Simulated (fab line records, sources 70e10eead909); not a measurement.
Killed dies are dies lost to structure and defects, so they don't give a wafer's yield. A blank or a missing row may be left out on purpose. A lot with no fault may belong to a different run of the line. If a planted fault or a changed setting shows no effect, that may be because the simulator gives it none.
Chamber matching ; flow nand harc ; NHARC_A_CHANNEL_FILL_D2_ALD_02 on ald hk-03: 4 sister chambers
The step deposits SiO2, target thk 6 nm, pulse time 10 s, ald cycles 60. 8 wafers are shown with their chamber, then 8 later ones without.

## EACH WAFER AND ITS CHAMBER
wafer;chamber;heater power w (W);precursor pulse height rel
L077.1;0;458;0.981
L077.4;1;560;1.011
L080.1;3;610;1.026
L080.5;1;568;0.972
L081.1;0;453;1.006
L081.2;3;605;0.987
L081.4;2;503;0.980
L085.1;2;489;1.006

## WAFERS MISSING THEIR CHAMBER
wafer;heater power w (W);precursor pulse height rel
L085.2;559;0.995
L085.6;557;0.996
L092.3;488;0.992
L092.4;467;0.989
L092.6;473;1.000
L097.2;613;1.007
L097.4;561;1.015
L097.5;608;1.020

## WHICH CHAMBER EACH ONE RAN IN
wafer;from the rows above;in truth
L085.2;1;1
L085.6;1;1
L092.3;2;2
L092.4;0;0
L092.6;can't be placed: 0 or 2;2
L097.2;3;3
L097.4;1;1
L097.5;3;3
Placed correctly: 7 of 8. Cannot be placed on the basis of these rows: 1; the candidates contain the true chamber in 1. 0 placed wrongly.
How it was worked out, from the rows above alone: a wafer's distance from a chamber is the root of the sum, over the readings, of the square of ((its reading less the chamber's mean) divided by the reading's scatter). The wafer belongs to the nearest chamber; if the next one is less than 2 further off, it can't be placed. Each chamber's mean is taken over the wafers shown for it. The scatter is the square root of a quotient: the sum, over the shown wafers, of each reading's squared deviation from its chamber's mean, divided by wafers minus chambers.
